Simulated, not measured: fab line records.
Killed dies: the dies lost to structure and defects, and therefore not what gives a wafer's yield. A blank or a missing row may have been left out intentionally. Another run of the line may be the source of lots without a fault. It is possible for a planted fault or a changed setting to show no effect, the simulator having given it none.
What tool caused it? -- flow nandHarc -- 14 lots with 41 wafers sampled at 4 steps, on a route of 1302 steps

## WHAT EACH GAUGE READ, for each wafer
No reading from a measuring or inspecting step in the record can be judged against a usual standard deviation.

## WHICH TOOL RAN EACH LOT (tool, then ch and the chambers of the sampled wafers, then the start)
lot,NHARC_A_WL_FILL_CVD_03,NHARC_A_CONTACT_SOFTBAKE_37,NHARC_A_CONTACT_ETCH_113,NHARC_A_CONTACT_ETCH_115
L118,"cvdW-01 ch 0,1, day 21 03:11","lithoTrack-06 ch 0, day 22 04:00","harCapEtch-03 ch 0,1, day 22 06:45","harCapEtch-03 ch 0,1, day 22 07:05"
L119,"cvdW-02 ch 0,1, day 21 06:38","lithoTrack-04 ch 0, day 22 04:00","harCapEtch-02 ch 0,1, day 22 07:06","harCapEtch-02 ch 0,1, day 22 07:26"
L122,"cvdW-01 ch 0,1, day 21 20:46","lithoTrack-04 ch 0, day 22 21:00","harCapEtch-03 ch 0,1, day 23 00:38","harCapEtch-03 ch 0,1, day 23 00:58"
L123,"cvdW-02 ch 1, day 21 20:49","lithoTrack-04 ch 0, day 22 22:00","harCapEtch-02 ch 0,1, day 23 01:10","harCapEtch-02 ch 0,1, day 23 01:31"
L124,"cvdW-02 ch 0,1, day 23 04:52","lithoTrack-06 ch 0, day 24 03:00","harCapEtch-03 ch 1, day 24 06:54","harCapEtch-03 ch 1, day 24 07:15"
L127,"cvdW-01 ch 0,1, day 23 16:53","lithoTrack-06 ch 0, day 24 17:00","harCapEtch-02 ch 0,1, day 24 21:18","harCapEtch-02 ch 0,1, day 24 21:38"
L126,"cvdW-02 ch 0,1, day 23 16:58","lithoTrack-06 ch 0, day 24 17:00","harCapEtch-03 ch 0,1, day 24 20:05","harCapEtch-03 ch 0,1, day 24 20:26"
L128,"cvdW-02 ch 0,1, day 24 11:55","lithoTrack-06 ch 0, day 25 12:00","harCapEtch-02 ch 0,1, day 25 15:30","harCapEtch-02 ch 0,1, day 25 15:50"
L129,"cvdW-01 ch 0,1, day 24 21:16","lithoTrack-01 ch 0, day 25 19:00","harCapEtch-03 ch 0,1, day 25 22:35","harCapEtch-03 ch 0,1, day 25 22:55"
L136,"cvdW-02 ch 1, day 27 06:04","lithoTrack-04 ch 0, day 28 04:00","harCapEtch-02 ch 0, day 28 08:23","harCapEtch-02 ch 0, day 28 08:43"
L135,"cvdW-01 ch 0, day 27 06:19","lithoTrack-04 ch 0, day 28 08:00","harCapEtch-03 ch 0,1, day 28 11:04","harCapEtch-03 ch 0,1, day 28 11:31"
L134,"cvdW-01 ch 0,1, day 27 10:01","lithoTrack-04 ch 0, day 28 08:00","harCapEtch-01 ch 0,1, day 28 11:58","harCapEtch-01 ch 0,1, day 28 12:19"
L140,"cvdW-02 ch 0,1, day 29 15:25","lithoTrack-01 ch 0, day 30 13:00","harCapEtch-01 ch 0, day 30 16:25","harCapEtch-01 ch 0, day 30 16:46"
L141,"cvdW-01 ch 0,1, day 30 03:38","lithoTrack-04 ch 0, day 31 03:00","harCapEtch-02 ch 0,1, day 31 06:08","harCapEtch-02 ch 0,1, day 31 06:29"
- NHARC_A_WL_FILL_CVD_03: deposits W, target thk 40 nm, time 279 s.
- NHARC_A_CONTACT_SOFTBAKE_37: time 55 s.
- NHARC_A_CONTACT_ETCH_113: etches the open film in C4F8/O2/Ar, time 190 s, target depth 1850 nm.
- NHARC_A_CONTACT_ETCH_115: etches the open film in C4F8/O2/Ar, time 190 s, target depth 1850 nm.

## AS READ BY THE TOOLS THEMSELVES (means over the sampled wafers that have a number; for cases with no such wafer, the mark the record gives instead)
NHARC_A_WL_FILL_CVD_03. Usual: heaterPowerW 488 W, standard deviation 53; throttleValvePct 8.06 %, standard deviation 0.18.
lot,tool,heaterPowerW (W),throttleValvePct (%),flag
L118,cvdW-01,460,8.02,
L119,cvdW-02,541,7.99,
L122,cvdW-01,446,8.04,
L123,cvdW-02,534,8.02,
L124,cvdW-02,535,8.03,
L127,cvdW-01,447,8.15,
L126,cvdW-02,529,8.04,
L128,cvdW-02,534,8.08,
L129,cvdW-01,434,7.97,
L136,cvdW-02,530,8.25,
L135,cvdW-01,500,8.26,
L134,cvdW-01,468,8.12,
L140,cvdW-02,492,8.00,
L141,cvdW-01,466,8.15,

NHARC_A_CONTACT_SOFTBAKE_37. Usual: 188.46 W for heaterPowerTotalW, sd 0.14.
lot,tool,heaterPowerTotalW (W),flag
L118,lithoTrack-06,188.49,
L119,lithoTrack-04,188.38,
L122,lithoTrack-04,188.47,
L123,lithoTrack-04,188.36,
L124,lithoTrack-06,188.40,
L127,lithoTrack-06,188.47,
L126,lithoTrack-06,188.61,
L128,lithoTrack-06,188.66,
L129,lithoTrack-01,188.47,
L136,lithoTrack-04,209.39,OFF
L135,lithoTrack-04,195.62,OFF
L134,lithoTrack-04,195.39,OFF
L140,lithoTrack-01,188.41,
L141,lithoTrack-04,188.44,

## THE ANSWER, worked out from the rows above alone
Rule: a lot is off if the mean of its wafers that have a number lies more than 3 standard deviations from the usual mean. Also off: a lot with no number at a reading for which 4 or more lots have one. Where the step has rows for the other lots, those lots are counted as sound. Order of review: gauges by route order, followed by the tools' own readings, for which a lot's mean as printed above is used. At the first step where some lot is off, the reading lying furthest off is the one used; lots without a number count as furthest.
Off at NHARC_A_CONTACT_SOFTBAKE_37 (heaterPowerTotalW): L136, L135, L134.
If a tool, at that step or one of the process steps before it, ran each lot that is off and ran no sound lot following the first of them, it fits. Not one of the candidates tried fits.

## WHAT THE SIMULATOR HAD INSERTED
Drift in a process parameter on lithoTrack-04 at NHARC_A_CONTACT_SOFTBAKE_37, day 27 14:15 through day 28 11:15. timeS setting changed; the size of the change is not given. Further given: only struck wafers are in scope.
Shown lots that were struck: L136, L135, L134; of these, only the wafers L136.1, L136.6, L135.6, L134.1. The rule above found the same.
